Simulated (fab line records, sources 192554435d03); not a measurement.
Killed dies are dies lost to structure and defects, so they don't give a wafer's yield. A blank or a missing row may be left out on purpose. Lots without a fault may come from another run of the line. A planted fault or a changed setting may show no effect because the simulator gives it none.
Split-lot experiment | flow n5_finfet | 7 lots, 21 wafers read, on a route of 1938 steps

THE SPLIT
At N5_BEOL_M8_TRENCH_ETCH_37 (etches SiCOH lowk in C4F6/O2, target depth 93.478 nm, time 31.2 s), the setting bias_w was moved away from the recipe's 185 W on 7 of the 21 wafers read, by -13.8% to -5.5%. The other wafers ran this setting at the recipe's value.

The reading is taken at the split's own step.

THE READING
rf_vpp_V, in V, at N5_BEOL_M8_TRENCH_ETCH_37 (etches SiCOH lowk in C4F6/O2, target depth 93.478 nm, time 31.2 s). Fault-free wafers of this fab line usually give 660 V, standard deviation 10 V.

wafer  | tool, chamber at the split | bias_w as run, W | against the recipe | rf_vpp_V, V | against lot-mates on the recipe
L076.2 | rie_diel-02, 2             | 166.5            | -10.0%             | 596         | no lot-mate on the recipe
L076.3 | rie_diel-02, 1             | 166.5            | -10.0%             | 605         | no lot-mate on the recipe
L076.5 | rie_diel-02, 1             | 166.5            | -10.0%             | 605         | no lot-mate on the recipe
L078.1 | rie_diel-02, 3             | 185              | recipe             | 668         | -
L078.2 | rie_diel-02, 1             | 169.9            | -8.2%              | 615         | -54
L078.6 | rie_diel-02, 3             | 185              | recipe             | 669         | -
L082.2 | rie_diel-06, 1             | 185              | recipe             | 659         | -
L082.3 | rie_diel-06, 0             | 185              | recipe             | 672         | -
L082.4 | rie_diel-06, 2             | 185              | recipe             | 689         | -
L083.1 | rie_diel-02, 2             | 185              | recipe             | 647         | -
L083.2 | rie_diel-02, 0             | 172.9            | -6.5%              | 619         | -28
L083.5 | rie_diel-02, 2             | 185              | recipe             | 648         | -
L085.1 | rie_diel-05, 2             | 174.8            | -5.5%              | 639         | -24
L085.2 | rie_diel-05, 1             | 185              | recipe             | 658         | -
L085.5 | rie_diel-05, 2             | 185              | recipe             | 667         | -
L090.1 | rie_diel-02, 2             | 185              | recipe             | 647         | -
L090.5 | rie_diel-02, 3             | 159.4            | -13.8%             | 594         | -53
L090.6 | rie_diel-02, 2             | 185              | recipe             | 647         | -
L093.1 | rie_diel-06, 3             | 185              | recipe             | 647         | -
L093.3 | rie_diel-06, 0             | 185              | recipe             | 671         | -
L093.5 | rie_diel-06, 3             | 185              | recipe             | 648         | -

THE FIT
A straight line over all 21 wafers: rf_vpp_V changes by +5.36 V for each +1% of bias_w; r = +0.91; the points scatter about the line by 12 V.
The same after taking each lot's own level away (the mean of its wafers on the recipe; 18 wafers): +4.45 V for each +1%; r = +0.90; scatter 8.8 V.
On that fit, the largest move of bias_w shifts the reading by 62 V.
The lots' own levels span 647.0 to 673.3 V, that is 2.6 times the standard deviation above.
So the lot-to-lot level changes the slope: the two fits differ.
Check: with one of the wafers moved furthest among these (-13.8%) left out of the fit, the line predicts -74.7 V for it against its lot-mates. It came out at -53 V against them.
Tool readings at the split's step, against how far the setting was moved: rf_vpp_V r = +0.91.

OTHER SPLITS ON THESE WAFERS
These wafers also went through other splits before the reading. Each is held against what the fit with the lots' levels taken away leaves over:
other split on the same wafers   | wafers away from the commonest value | r with rf_vpp_V (lot level and that fit taken away)
N5_BEOL_M8_ETCH_65 cf4_flow_sccm | 8                                    | -0.11

THE FILE'S OWN FIT
rf_vpp_V changes by +4.49 V for each +1% of bias_w, r = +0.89.
